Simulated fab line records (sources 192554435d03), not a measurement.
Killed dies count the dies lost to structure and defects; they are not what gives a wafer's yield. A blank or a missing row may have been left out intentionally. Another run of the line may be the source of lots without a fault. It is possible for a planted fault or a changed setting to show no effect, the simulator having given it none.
A lot that was struck, set against a sound lot | flow n5Finfet | 15 out of 1938 route steps
Sound: the wafers L119.1, L119.2, L119.6. Struck: wafer L137.6 (left out: L137.3, L137.4 of the same lot, which were not struck); the cause appears at the end.
Order at every step that has rows: each side's tool, ch and its chambers, its first start. Under that, the readings that differ: sound wafers | struck wafers | difference of the means | sigmas: that difference in standard deviations of wafers without a fault.
alike: readings with means less than 2 such deviations apart, plus words and numbers identical on both sides. not compared: withheld readings, readings lacking a value on some wafer, bounds such as >300 that could conceal the same value, and numbers that have no deviation in the record and whose values overlap.
A row with sigmas, a row that says differs or no value, or rows on one side alone: a step with any of these is where the two part. When numbers do not overlap yet have no deviation, they are printed without sigmas and do not part them. Lack of a reading on every wafer of one side parts them only where that side has two or more wafers.

N5_MOL_CONTACT_COAG_DESCUM_45: chemistry O2, time 7 s.
  sound on rieDiel-05 ch 0,1, day 5 07:05; struck on rieDiel-01 ch 1, day 9 18:19
reading                  | sound             | struck | difference | sigmas
drypumpMotorCurrentA (A) | 6.4 5.9 6.4       | 4.7    | -1.5       | -3
rfVppV (V)               | 242.0 241.2 241.9 | 244.3  | +2.6       | +2
  alike: biasPowerW, oesProductAu, showerheadPlenumPTorr, throttleValvePct
  not compared: rfHoursCounterH
N5_MOL_CONTACT_COAG_ETCH_65: etches underlayer in N2/H2, target depth 13 nm, time 10.4 s.
  sound on rieDiel-05 ch 0,1, day 5 07:07; struck on rieDiel-01 ch 1, day 9 18:20
reading                  | sound       | struck | difference | sigmas
drypumpMotorCurrentA (A) | 6.4 5.9 6.5 | 4.7    | -1.6       | -3
  alike: etchRfOnTimeS, oesProductAu, rfVppV, showerheadPlenumPTorr, throttleValvePct
  not compared: rfHoursCounterH
then, 6 steps without rows for these wafers: N5_MOL_CONTACT_COAG_ETCH_66 (etches SiARC in CF4, target depth 13 nm, time 21.7 s); N5_MOL_CONTACT_COAG_ALD_133 (deposits SiO2, target thk 5 nm, pulse time 1 s, co reactant pulse time 1 s); N5_MOL_CONTACT_COAG_ETCHBACK_134 (etches SiO2 in CHF3, target depth 10 nm, time 6.7 s); N5_MOL_CONTACT_COAG_ETCH_67 (etches SOC in N2/H2, target depth 60 nm, overetch 21 nm, time 101.2 s); N5_MOL_CONTACT_COAG_STRIP_68 (strips in N2/H2); N5_MOL_CONTACT_COAG_STRIP_69 (strips in N2/H2).
N5_MOL_CONTACT_COAG_ETCHBACK_136: etches SiO2 in CHF3, target depth 25 nm, time 16.7 s.
  sound on rieDiel-04 ch 1,2,3, day 5 07:39; struck on rieDiel-05 ch 0, day 9 18:58
reading              | sound          | struck | difference | sigmas
oes_ar_750_au (a.u.) | 0.73 0.67 0.73 | 0.90   | +0.19      | +2
oesProductAu (a.u.)  | 0.71 0.67 0.74 | 0.91   | +0.20      | +2
  alike: drypumpMotorCurrentA, rfVppV, showerheadPlenumPTorr, throttleValvePct
  not compared: rfHoursCounterH
then, 2 steps without rows for these wafers: N5_MOL_CONTACT_COAG_STRIP_120 (strips in CHF3); N5_MOL_CONTACT_COAG_VIA_ETCH_117 (etches SiO2 in C4F6/O2, target depth 40 nm, overetch 8 nm, time 26 s).
N5_MOL_CONTACT_COAG_ETCH_124: etches SiNx in CH3F/O2, stops on SiOC, target depth 6.5 nm.
  sound on rieDiel-04 ch 1,2,3, day 5 07:43; struck on rieDiel-05 ch 0, day 9 19:02
reading              | sound          | struck | difference | sigmas
oes_ar_750_au (a.u.) | 0.72 0.67 0.73 | 0.90   | +0.19      | +2
  alike: drypumpMotorCurrentA, oes_o_777_au, oesProductAu, rfVppV, showerheadPlenumPTorr, throttleValvePct
  not compared: rfHoursCounterH
N5_MOL_CONTACT_COAG_ETCH_48: etches SiOC in C4F6/O2, target depth 15 nm, overetch 4.5 nm, time 17 s.
  sound on rieDiel-04 ch 1,2,3, day 5 07:45; struck on rieDiel-05 ch 0, day 9 19:04
reading              | sound          | struck | difference | sigmas
oes_ar_750_au (a.u.) | 0.72 0.67 0.74 | 0.90   | +0.19      | +2
  alike: drypumpMotorCurrentA, oes_o_777_au, oesProductAu, rfVppV, showerheadPlenumPTorr, throttleValvePct
  not compared: rfHoursCounterH, model.SOC_of_MOL_CONTACT_COAG_COAT_62.thkNm
N5_MOL_CONTACT_COAG_STRIP_72: strips in N2/H2.
  sound on rieDiel-04 ch 1,2,3, day 5 07:48; struck on rieDiel-05 ch 0, day 9 19:07
  alike: biasPowerW, drypumpMotorCurrentA, oesProductAu, rfVppV, showerheadPlenumPTorr, throttleValvePct
  not compared: rfHoursCounterH
next, for these wafers, 1 step has no rows: N5_PASSIVATION_PROBE_49.

== WHERE THEY PART ==
First at N5_MOL_CONTACT_COAG_DESCUM_45; last, within this record, at N5_MOL_CONTACT_COAG_ETCH_48. Later steps at which nothing parts them and some readings are alike: N5_MOL_CONTACT_COAG_STRIP_72.

WHY: whatever the simulator had introduced
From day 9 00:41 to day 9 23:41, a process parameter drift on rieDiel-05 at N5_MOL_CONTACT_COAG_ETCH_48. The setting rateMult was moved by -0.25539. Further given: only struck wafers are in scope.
